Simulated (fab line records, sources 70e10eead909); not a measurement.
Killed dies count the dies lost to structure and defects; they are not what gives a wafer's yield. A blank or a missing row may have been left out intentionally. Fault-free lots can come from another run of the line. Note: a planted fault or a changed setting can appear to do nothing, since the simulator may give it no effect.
Check of tool commonality :: flow nand harc :: 13 lots and 39 wafers in the sample

## WHY IT WAS OPENED
On 2 of the 13 lots, a flag is raised at NHARC_A_ONON_D1_THK_MEAS_30 on the reading thk nm. No-fault wafers: 1000 nm, standard deviation 14.
Rule: flag the lot when none of its wafers has a number, or when each of its wafers that has one lies beyond 4 standard deviations from that mean. As for the other lots, they are considered sound.

lot: L567
measured: day 7 20:37
on: film metro-01
thk nm (nm), wafer by wafer: 1013 1014 1014
flag: 

lot: L569
measured: day 8 16:45
on: film metro-01
thk nm (nm), wafer by wafer: 1006 1008 1008
flag: 

lot: L571
measured: day 8 16:49
on: film metro-02
thk nm (nm), wafer by wafer: 1013 1012 1011
flag: 

lot: L572
measured: day 9 10:38
on: film metro-01
thk nm (nm), wafer by wafer: 1009 1008 1010
flag: 

lot: L573
measured: day 10 00:36
on: film metro-02
thk nm (nm), wafer by wafer: 1307 1306 1307
flag: FLAGGED

lot: L576
measured: day 10 00:57
on: film metro-02
thk nm (nm), wafer by wafer: 1273 1274 1273
flag: FLAGGED

lot: L580
measured: day 11 06:02
on: film metro-01
thk nm (nm), wafer by wafer: 1008 1008 1007
flag: 

lot: L579
measured: day 11 06:03
on: film metro-02
thk nm (nm), wafer by wafer: 1009 1010 1009
flag: 

lot: L583
measured: day 12 00:29
on: film metro-02
thk nm (nm), wafer by wafer: 1003 1002 1002
flag: 

lot: L584
measured: day 12 04:05
on: film metro-01
thk nm (nm), wafer by wafer: 1021 1021 1021
flag: 

lot: L587
measured: day 13 02:29
on: film metro-02
thk nm (nm), wafer by wafer: 993 992 991
flag: 

lot: L588
measured: day 13 02:31
on: film metro-01
thk nm (nm), wafer by wafer: 983 984 983
flag: 

lot: L589
measured: day 13 21:05
on: film metro-02
thk nm (nm), wafer by wafer: 1013 1015 1013
flag: 
The mean of the flagged lots' numbers is 1290 nm, +290 nm from the usual (+21 standard deviations).

## LOT BY LOT: THE TOOL USED
2 process steps preceding the reading are held in the record, out of 1159 steps in the route. Read each cell as the tool, then ch plus the chambers that the sampled wafers visited, then the start.
lot: L567
flag: 
NHARC_A_ZERO_WELL_DESCUM_12: rie diel-01 ch 0,1,3, day 6 07:56
NHARC_A_ONON_D1_DEP_28: pecvd onon-01 ch 0, day 7 20:07

lot: L569
flag: 
NHARC_A_ZERO_WELL_DESCUM_12: rie diel-12 ch 1,2,3, day 7 05:52
NHARC_A_ONON_D1_DEP_28: pecvd onon-04 ch 0, day 8 16:25

lot: L571
flag: 
NHARC_A_ZERO_WELL_DESCUM_12: rie diel-01 ch 1,2, day 7 08:25
NHARC_A_ONON_D1_DEP_28: pecvd onon-02 ch 0, day 8 16:17

lot: L572
flag: 
NHARC_A_ZERO_WELL_DESCUM_12: rie diel-03 ch 0,2,3, day 7 20:22
NHARC_A_ONON_D1_DEP_28: pecvd onon-02 ch 0, day 9 10:07

lot: L573
flag: FLAGGED
NHARC_A_ZERO_WELL_DESCUM_12: rie diel-03 ch 2,3, day 8 03:01
NHARC_A_ONON_D1_DEP_28: pecvd onon-04 ch 0, day 10 00:05

lot: L576
flag: FLAGGED
NHARC_A_ZERO_WELL_DESCUM_12: rie diel-01 ch 0,2,3, day 8 14:28
NHARC_A_ONON_D1_DEP_28: pecvd onon-04 ch 0, day 10 00:26

lot: L580
flag: 
NHARC_A_ZERO_WELL_DESCUM_12: rie diel-01 ch 0,2,3, day 9 21:44
NHARC_A_ONON_D1_DEP_28: pecvd onon-01 ch 0, day 11 05:31

lot: L579
flag: 
NHARC_A_ZERO_WELL_DESCUM_12: rie diel-03 ch 1,2, day 9 20:25
NHARC_A_ONON_D1_DEP_28: pecvd onon-02 ch 0, day 11 05:32

lot: L583
flag: 
NHARC_A_ZERO_WELL_DESCUM_12: rie diel-01 ch 0,2,3, day 10 14:10
NHARC_A_ONON_D1_DEP_28: pecvd onon-02 ch 0, day 11 23:58

lot: L584
flag: 
NHARC_A_ZERO_WELL_DESCUM_12: rie diel-03 ch 1,2, day 10 17:23
NHARC_A_ONON_D1_DEP_28: pecvd onon-02 ch 0, day 12 03:44

lot: L587
flag: 
NHARC_A_ZERO_WELL_DESCUM_12: rie diel-01 ch 1,2,3, day 11 17:23
NHARC_A_ONON_D1_DEP_28: pecvd onon-02 ch 0, day 13 01:59

lot: L588
flag: 
NHARC_A_ZERO_WELL_DESCUM_12: rie diel-01 ch 0,2,3, day 11 16:16
NHARC_A_ONON_D1_DEP_28: pecvd onon-01 ch 0, day 13 02:01

lot: L589
flag: 
NHARC_A_ZERO_WELL_DESCUM_12: rie diel-12 ch 0,1,2, day 12 10:29
NHARC_A_ONON_D1_DEP_28: pecvd onon-04 ch 0, day 13 20:34
These steps, and what they do:
- NHARC_A_ZERO_WELL_DESCUM_12: chemistry O2, time 3 s.
- NHARC_A_ONON_D1_DEP_28: target thk 1000 nm.
- NHARC_A_ONON_D1_THK_MEAS_30: measures by ellipsometry.

## FLAGGED OVER TOTAL, TOOL BY TOOL (the gauges that took the reading come last)
step: NHARC_A_ZERO_WELL_DESCUM_12
tool: rie diel-01
lots run: 7
flagged: 1
share of the flagged lots: some
sound lots run after its first flagged lot: 4 (L580,L583,L588,L587)

step: NHARC_A_ZERO_WELL_DESCUM_12
tool: rie diel-03
lots run: 4
flagged: 1
share of the flagged lots: some
sound lots run after its first flagged lot: 2 (L579,L584)

step: NHARC_A_ZERO_WELL_DESCUM_12
tool: rie diel-12
lots run: 2
flagged: 0
share of the flagged lots: none
sound lots run after its first flagged lot: -

step: NHARC_A_ONON_D1_DEP_28
tool: pecvd onon-01
lots run: 3
flagged: 0
share of the flagged lots: none
sound lots run after its first flagged lot: -

step: NHARC_A_ONON_D1_DEP_28
tool: pecvd onon-02
lots run: 6
flagged: 0
share of the flagged lots: none
sound lots run after its first flagged lot: -

step: NHARC_A_ONON_D1_DEP_28
tool: pecvd onon-04
lots run: 4
flagged: 2
share of the flagged lots: all
sound lots run after its first flagged lot: 1 (L589)

step: NHARC_A_ONON_D1_THK_MEAS_30
tool: film metro-01
lots run: 6
flagged: 0
share of the flagged lots: none
sound lots run after its first flagged lot: -

step: NHARC_A_ONON_D1_THK_MEAS_30
tool: film metro-02
lots run: 7
flagged: 2
share of the flagged lots: all
sound lots run after its first flagged lot: 4 (L579,L583,L587,L589)

## WHAT IS ALLOWED BY THE TABLE
Every flagged lot went through 2 rows of the table: pecvd onon-04 at NHARC_A_ONON_D1_DEP_28 and film metro-02 at NHARC_A_ONON_D1_THK_MEAS_30.
- pecvd onon-04 at NHARC_A_ONON_D1_DEP_28 ran 4 lots, 2 of them flagged. After the first flagged lot (L589), sound lots still ran on it; a lasting fault on the whole tool would not permit that.
- film metro-02 at NHARC_A_ONON_D1_THK_MEAS_30 ran 7 lots, 2 of them flagged. After the first flagged lot (L579, L583, L587, L589), sound lots still ran on it; a lasting fault on the whole tool would not permit that.
None of the table's rows ran every flagged lot and, after the first, no sound lot.

## WHAT WAS PUT IN BY THE SIMULATOR
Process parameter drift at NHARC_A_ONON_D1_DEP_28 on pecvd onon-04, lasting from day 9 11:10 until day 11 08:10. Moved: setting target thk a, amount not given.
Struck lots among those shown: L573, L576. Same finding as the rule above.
